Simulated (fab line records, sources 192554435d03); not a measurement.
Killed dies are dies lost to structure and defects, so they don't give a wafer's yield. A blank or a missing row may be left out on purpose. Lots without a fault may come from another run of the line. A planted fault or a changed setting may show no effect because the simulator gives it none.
fab line records | flow n5_finfet | part 2 of 2: steps 21 to 26 of 26
record lots=5 wafers=15 last_day=21
route steps=1938 shown MIM_BOT_ETCH@1868 PASS1_CAP@1873 TV_LITHO@1875 TV_OPEN@1887 PAD_METAL@1893
lots that met no fault: from a run of the same line without faults
start_h: hours from the record's first day to the start of the lot's first wafer shown | wait_h: hours since the lot's step before | " the same as in the row above | L1.1+2: a row that stands for several wafers | - no value, or no start given | * or withheld: withheld | < > ~ a bound
route shown NAME@n: a module of which the file shows steps, and the number in the route of the first | usual: mean/standard deviation of fault-free wafers | same: alike in all rows | chamber/n: place in a boat | sites: the reading at each site | _std_site: their standard deviation | _edge_site: outer sites' mean less inner sites' | radius_mm: how far each site lies from the wafer's centre | mask NAME#n: copy n | behind: the tool/chamber that last shaped the wafer | hold: why the lot was held/for how many hours/how that ended | device: the transistor (n, p or np) that didn't switch | end of line: the same wafers' tests at the end of the route | a step without rows: its recipe alone | killed: dies lost to structure and defects at the first sort, not the wafer's yield | map: a wafer's dies, x killed, . not, _ none there
set.NAME: the setting as run; set.NAME@STEP: as run at that earlier step | model.NAME: the simulator's own value behind a step, which no gauge read
lots at some steps of the route; a table a step, a row a wafer
services: from which hour (start_h, from the record's first day; less than 0 if before it) a tool's chamber was out of use, for how many hours, and why
## steps
# step N5_PASSIVATION_VIA_ETCH_13
# recipe chemistry=CHF3/O2 target=SiO2 target_depth_a=6600 CHF3_flow_sccm=50 O2_flow_sccm=5 Ar_flow_sccm=200 time_s=330 mask_material=PR pressure_mtorr=30 source_w=650 bias_w=170 ion_energy_ev=200 ends=cleared
# usual CHF3_flow_sccm=50.00/0.14 bias_w=169.9/0.53 drypump_motor_current_A=5.6/0.44 etch_rf_on_time_s=237/6.6 mfc_ar_sccm=200.0/0.64 oes_product_au=0.71/0.078 rf_vpp_V=534/14 showerhead_plenum_p_Torr=2.42/0.085 throttle_valve_pct=18.88/0.22
# columns lot.wafer tool chamber start_h wait_h CHF3_flow_sccm bias_w drypump_motor_current_A etch_rf_on_time_s mfc_ar_sccm oes_product_au rf_hours_counter_h rf_vpp_V showerhead_plenum_p_Torr throttle_valve_pct
L077.1 rie_diel-02 2 360.99 0.0 49.93 170.8 5.0 234 200.8 0.82 10 518 2.45 18.55
L077.4 " 1 " " 49.95 170.1 6.4 250 200.1 0.67 134 543 2.51 18.80
L077.6 " 2 " " 49.99 169.2 5.0 239 200.1 0.83 - 518 2.45 18.53
L080.1 rie_diel-05 2 388.51 0.0 50.01 170.4 6.1 237 199.7 0.66 189 516 2.51 18.92
L080.3 " 0 " " 49.81 170.6 5.0 233 199.2 0.62 232 544 2.28 19.08
L080.6 " 0 " " 50.01 170.8 5.0 243 198.3 0.62 - 544 2.28 19.08
L084.2 rie_diel-06 2 428.88 0.0 50.12 170.4 5.5 229 199.6 0.82 32 516 2.37 18.50
L084.3 " 3 " " 50.01 169.9 6.1 230 199.0 0.78 77 537 2.45 18.95
L084.6 " 2 " " 49.95 169.6 5.5 236 198.6 0.81 - 516 2.37 18.53
L089.3 rie_diel-05 2 460.37 0.0 50.08 168.6 6.2 235 199.6 0.64 213 516 2.50 18.94
L089.5 " 3 " " 50.14 170.0 5.8 247 200.2 0.62 - 528 2.28 18.93
L089.6 " 2 " " 50.15 169.1 6.2 236 199.5 0.64 - 516 2.50 18.96
L097.1 rie_diel-05 1 498.86 0.0 49.83 171.4 5.6 239 200.3 0.78 43 545 2.46 18.86
L097.2 " 2 " " 50.15 169.6 6.1 233 199.4 0.63 230 517 2.49 18.98
L097.3 " 0 " " 49.91 171.0 5.0 233 200.7 0.85 15 552 2.56 18.68
# step N5_PASSIVATION_STRIP_14
# recipe chemistry=O2 power_w=600 temp_c=60 pressure_mtorr=30 rf_frequency_hz=6e+07 bias_power_w=0 overash_fraction=0.5 o2_flow_sccm=225
# usual drypump_motor_current_A=5.6/0.44 o2_flow_sccm=225.0/0.64 oes_product_au=0.79/0.087 rf_vpp_V=3.7/0.94 showerhead_plenum_p_Torr=2.10/0.085 throttle_valve_pct=16.65/0.24
# same bias_power_w=0
# columns lot.wafer tool chamber start_h wait_h drypump_motor_current_A o2_flow_sccm oes_product_au rf_hours_counter_h rf_vpp_V showerhead_plenum_p_Torr throttle_valve_pct
L077.1 rie_diel-02 2 361.19 0.1 5.0 224.3 0.95 11 4.1 2.15 16.39
L077.4 " 1 " " 6.4 225.3 0.75 134 4.0 2.22 16.75
L077.6 " 2 " " 5.0 226.3 0.95 - 3.5 2.15 16.43
L080.1 rie_diel-05 2 388.71 0.1 6.1 225.3 0.73 189 2.9 2.17 16.65
L080.3 " 0 " " 5.0 224.4 0.68 232 5.2 1.99 16.93
L080.6 " 0 " " 5.0 225.6 0.68 - 3.2 1.99 16.95
L084.2 rie_diel-06 2 429.08 0.1 5.6 225.5 0.91 32 5.2 2.04 16.18
L084.3 " 3 " " 6.1 225.9 0.83 78 3.9 2.11 16.60
L084.6 " 2 " " 5.6 224.4 0.90 - 3.1 2.04 16.16
L089.3 rie_diel-05 2 460.57 0.1 6.1 225.8 0.72 214 3.8 2.16 16.69
L089.5 " 3 " " 5.7 224.2 0.67 - 4.5 1.96 16.69
L089.6 " 2 " " 6.1 225.4 0.71 - 3.5 2.16 16.68
L097.1 rie_diel-05 1 499.05 0.1 5.5 224.6 0.85 43 3.0 2.10 16.41
L097.2 " 2 " " 6.1 223.8 0.70 230 3.3 2.16 16.74
L097.3 " 0 " " 5.0 225.4 0.93 15 5.9 2.24 16.47
# step N5_PASSIVATION_ETCH_15
# recipe chemistry=CF4/N2 target=SiCN target_depth_a=750 taper_deg=2 time_s=81.2 ion_energy_ev=150 mask_material=SiNx pressure_mtorr=40 source_w=430 bias_w=70 Ar_flow_sccm=100 cf4_flow_sccm=60 n2_flow_sccm=60
# usual bias_w=70.00/0.2 drypump_motor_current_A=5.6/0.43 mfc_ar_sccm=100.0/0.33 oes_product_au=0.79/0.087 rf_vpp_V=382.5/2 showerhead_plenum_p_Torr=2.22/0.078 throttle_valve_pct=15.44/0.23
# same time_s=81.2
# columns lot.wafer tool chamber start_h wait_h bias_w drypump_motor_current_A mfc_ar_sccm oes_product_au rf_hours_counter_h rf_vpp_V showerhead_plenum_p_Torr throttle_valve_pct
L077.1 rie_diel-02 2 - - 70.35 5.0 100.5 0.90 11 384.1 2.25 15.12
L077.4 " 1 " " 69.65 6.4 100.0 0.74 134 384.8 2.30 15.41
L077.6 " 2 " " 70.00 5.1 100.1 0.89 - 383.4 2.25 15.11
L080.1 rie_diel-05 2 - - 69.81 6.1 99.8 0.72 189 384.0 2.30 15.51
L080.3 " 0 " " 69.81 5.0 100.4 0.67 232 379.8 2.09 15.65
L080.6 " 0 " " 70.20 5.0 100.4 0.68 - 379.3 2.09 15.66
L084.2 rie_diel-06 2 - - 70.45 5.6 99.8 0.89 32 382.5 2.17 15.03
L084.3 " 3 " " 69.93 6.1 99.9 0.87 78 381.6 2.23 15.39
L084.6 " 2 " " 70.11 5.6 100.4 0.89 - 380.4 2.17 15.03
L089.3 rie_diel-05 2 - - 69.84 6.1 100.0 0.71 214 383.5 2.29 15.53
L089.5 " 3 " " 69.77 5.8 100.2 0.68 - 379.9 2.08 15.53
L089.6 " 2 " " 69.83 6.1 100.0 0.71 - 383.9 2.29 15.55
L097.1 rie_diel-05 1 - - 69.87 5.6 100.2 0.85 43 382.0 2.25 15.34
L097.2 " 2 " " 70.35 6.1 100.4 0.70 230 384.1 2.28 15.60
L097.3 " 0 " " 69.99 5.0 99.4 0.94 15 385.9 2.34 15.18
# step N5_PASSIVATION_STRIP_73
# recipe chemistry=post_etch_residue_remover time_s=60 temp_c=25 remover_ph=withheld remover_water_wt_pct=withheld remover_fluoride_wt_pct=withheld
# same time_s=60
# columns lot.wafer tool chamber start_h wait_h
L077.1+4+6 wet_bench-04 6,2,7 361.35 -
L080.1+3+6 wet_bench-05 1,3,5 388.87 -
L084.2+3+6 wet_bench-06 3,7,0 429.24 -
L089.3+5+6 wet_bench-04 1,7,5 460.72 -
L097.1+2+3 wet_bench-04 1,0,6 499.21 -
# step N5_PASSIVATION_SRD_17
# recipe time_s=30 temp_c=23 rinse_liquid=diw dry=n2_spin spin_rpm=1500 dry_time_s=30
# usual bath_heat_duty_pct=3.7/0.52 spin_rpm=1500.0/0.82
# same time_s=30
# columns lot.wafer tool chamber start_h wait_h bath_heat_duty_pct spin_rpm
L077.1 wet_bench-04 6 361.37 0.0 3.3 1498.6
L077.4 " 2 " " 4.1 1500.1
L077.6 " 7 " " 3.9 1500.1
L080.1 wet_bench-05 1 388.89 0.0 4.1 1501.3
L080.3 " 3 " " 3.6 1500.8
L080.6 " 5 " " 4.5 1500.9
L084.2 wet_bench-06 3 429.28 0.0 4.6 1499.9
L084.3 " 7 " " 3.6 1500.7
L084.6 " 0 " " 4.3 1499.6
L089.3 wet_bench-04 1 460.74 0.0 3.3 1500.2
L089.5 " 7 " " 4.4 1500.2
L089.6 " 5 " " 3.0 1499.2
L097.1 wet_bench-04 1 499.23 0.0 3.6 1500.6
L097.2 " 0 " " 4.2 1500.1
L097.3 " 6 " " 2.9 1500.7
# step N5_PASSIVATION_DEGAS_18
# recipe ambient=vacuum temp_c=300 time_s=60
# usual heater_power_w=437/41
# same time_s=60
# columns lot.wafer tool chamber start_h wait_h heater_power_w
L077.1 pvd_sputter-01 - 361.42 0.0 419
L077.4 " - " " 486
L077.6 " - " " 449
L080.1 pvd_sputter-01 - 389.34 0.4 510
L080.3 " - " " 416
L080.6 " - " " 514
L084.2 pvd_sputter-03 - 429.69 0.4 465
L084.3 " - " " 432
L084.6 " - " " 457
L089.3 pvd_sputter-01 - 461.50 0.7 493
L089.5 " - " " 412
L089.6 " - " " 512
L097.1 pvd_sputter-01 - 500.58 1.3 474
L097.2 " - " " 405
L097.3 " - " " 435
## services
# columns tool chamber start_h hours kind
rie_diel-04 2 332.82 4.0 repair
wet_bench-06 - 336.67 1.9 pm
rie_diel-05 0 344.40 2.8 repair
pecvd-03 1 352.44 2.7 repair
rie_diel-02 1 367.74 5.0 repair
wet_bench-04 - 379.98 2.6 repair
rie_diel-01 0 394.03 3.4 repair
rie_diel-06 0 401.30 8.8 repair
rie_diel-01 1 409.37 8.5 repair
rie_diel-06 0 411.47 6.5 repair
krf_scanner-02 - 417.19 1.3 pm
rie_diel-02 2 417.51 2.8 repair
rie_diel-03 1 417.77 8.0 repair
krf_scanner-02 - 420.04 4.0 pm
krf_scanner-02 - 424.07 1.0 pm
rie_diel-06 2 431.53 15.6 repair
pecvd-03 - 434.29 2.4 repair
krf_scanner-02 - 438.15 0.8 pm
rie_diel-03 2 439.39 1.4 repair
wet_bench-06 - 439.57 2.2 repair
krf_scanner-02 - 441.87 2.6 repair
pecvd-04 0 477.56 5.6 repair
pvd_sputter-01 - 481.99 1.0 repair
wet_bench-02 - 486.10 0.5 repair
